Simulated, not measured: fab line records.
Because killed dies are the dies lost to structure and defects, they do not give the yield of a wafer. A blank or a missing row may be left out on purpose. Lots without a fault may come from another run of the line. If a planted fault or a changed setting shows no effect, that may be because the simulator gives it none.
A single fault, viewed from 2 desks    flow nand_harc    each desk holds nothing but its own numbers, with what lay behind them at the end

TOOL OWNER'S DESK, litho_track-07
At NHARC_A_BONDPAD_SOFTBAKE_04 (time 70 s), the tool's own readings, given per lot that ran on this tool as the mean of the sampled wafers with a number. Any lot whose mean is over 4 standard deviations away from the usual mean is out of limits and marked OUT; that distance is given in the brackets.
Columns: A = heater_power_total_W at NHARC_A_BONDPAD_SOFTBAKE_04, usual 201.1 W
lot   first seen here  A
L242  day 22 22:00     199.2
L254  day 28 02:00     211.9 (+8.3) OUT
L253  day 28 13:00     209.8 (+6.7) OUT
L262  day 31 11:00     201.3
L263  day 32 01:00     200.5
L265  day 32 08:00     200.3
This desk's verdict: out of limits on L253, L254, starting with L254 at day 28 02:00 (heater_power_total_W at NHARC_A_BONDPAD_SOFTBAKE_04). L242, L262, L263, L265 stayed within limits.

AT THE METROLOGY DESK
Means of the sampled wafers that have a number, per lot and without regard to the tool the lot ran on: this is what the gauges read. Any lot whose mean is over 4 standard deviations away from the usual mean is out of limits and marked OUT; that distance is given in the brackets.
Columns: A = cd_nm at NHARC_A_BONDPAD_CD_MEAS_09, usual 499.8 nm; B = overlay_x_nm at NHARC_A_BONDPAD_OVL_MEAS_35, usual -1 nm; C = overlay_y_nm at NHARC_A_BONDPAD_OVL_MEAS_35, usual 0 nm
lot   first seen here  A      B    C
L242  day 22 23:18     499.3  5    -9
L243  day 23 19:10     498.0  -1   2
L244  day 23 22:58     500.9  -12  -8
L254  day 28 03:19     501.1  -7   -8
L253  day 28 13:35     500.4  0    -2
L257  day 29 05:51     499.7  -2   6
L258  day 29 08:22     501.4  -5   2
L259  day 30 08:52     500.1  0    2
L260  day 30 14:56     501.4  -1   0
L262  day 31 11:34     499.5  -6   -7
L263  day 32 01:25     498.3  4    4
L264  day 32 05:17     500.6  -3   2
L265  day 32 08:25     498.6  -4   0
Finding of this desk: none of the 13 lots has anything out of limits.

PUT TOGETHER
The tool owner's desk had the chance to raise an alarm at day 28 02:00 on L253, L254.
At the metrology desk, nothing out of limits was observed.
The metrology desk holds a record of L253, L254, inside its limits.
NHARC_A_BONDPAD_SOFTBAKE_04 was run on litho_track-07 by each of the lots named.

WHAT THE SIMULATOR PUT IN
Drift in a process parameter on litho_track-07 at NHARC_A_BONDPAD_SOFTBAKE_04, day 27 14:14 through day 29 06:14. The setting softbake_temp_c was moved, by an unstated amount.
Struck lots among those shown: L253, L254.
Hours from the fault's start to each desk's first reading out of limits: the tool owner's desk, 12.
